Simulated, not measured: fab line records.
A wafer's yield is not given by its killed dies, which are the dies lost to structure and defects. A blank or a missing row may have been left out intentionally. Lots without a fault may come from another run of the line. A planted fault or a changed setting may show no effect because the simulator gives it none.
Chamber matching	flow n5 finfet	N5_FIN_CUT_CUT_ETCH_26 on rie diel-03: 4 sister chambers
The step etches SiNx in CH3F/O2, target depth 39 nm, time 55.7 s. 8 wafers are shown with their chamber, then 10 later ones without.

== WAFERS, EACH WITH ITS CHAMBER ==
wafer	chamber	showerhead plenum p Torr (Torr)	drypump motor current A (A)
L085.3	0	1.96	5.4
L085.5	0	1.96	5.5
L089.5	1	2.01	5.1
L091.1	3	2.09	5.6
L091.2	2	2.06	5.0
L091.5	2	2.06	5.1
L092.1	3	2.09	5.6
L092.2	1	2.00	5.1

== WAFERS WITH NO CHAMBER GIVEN ==
wafer	showerhead plenum p Torr (Torr)	drypump motor current A (A)
L092.3	2.06	5.1
L094.2	2.08	5.6
L094.4	1.95	5.4
L094.5	2.00	5.1
L096.2	1.95	5.5
L096.3	2.00	5.1
L096.6	1.95	5.5
L097.1	1.95	5.5
L097.5	2.08	5.6
L097.6	1.95	5.4

== WHICH CHAMBER EACH ONE RAN IN ==
wafer	from the rows above	in truth
L092.3	2	2
L094.2	3	3
L094.4	0	0
L094.5	1	1
L096.2	0	0
L096.3	1	1
L096.6	0	0
L097.1	0	0
L097.5	3	3
L097.6	0	0
Correctly placed: 10 of 10. Not placeable from these rows: 0. 0 placed wrongly.
How it was worked out, from the rows above alone: a wafer's distance from a chamber is the root of the sum, over the readings, of the square of ((its reading less the chamber's mean) divided by the reading's scatter). The wafer belongs to the nearest chamber; if the next one is less than 2 further off, it can't be placed. For every chamber, the mean is computed from those of its wafers that are shown. The scatter: take each reading less its chamber's mean, square it, sum over the shown wafers, divide by the number of wafers less the number of chambers, and take the root.
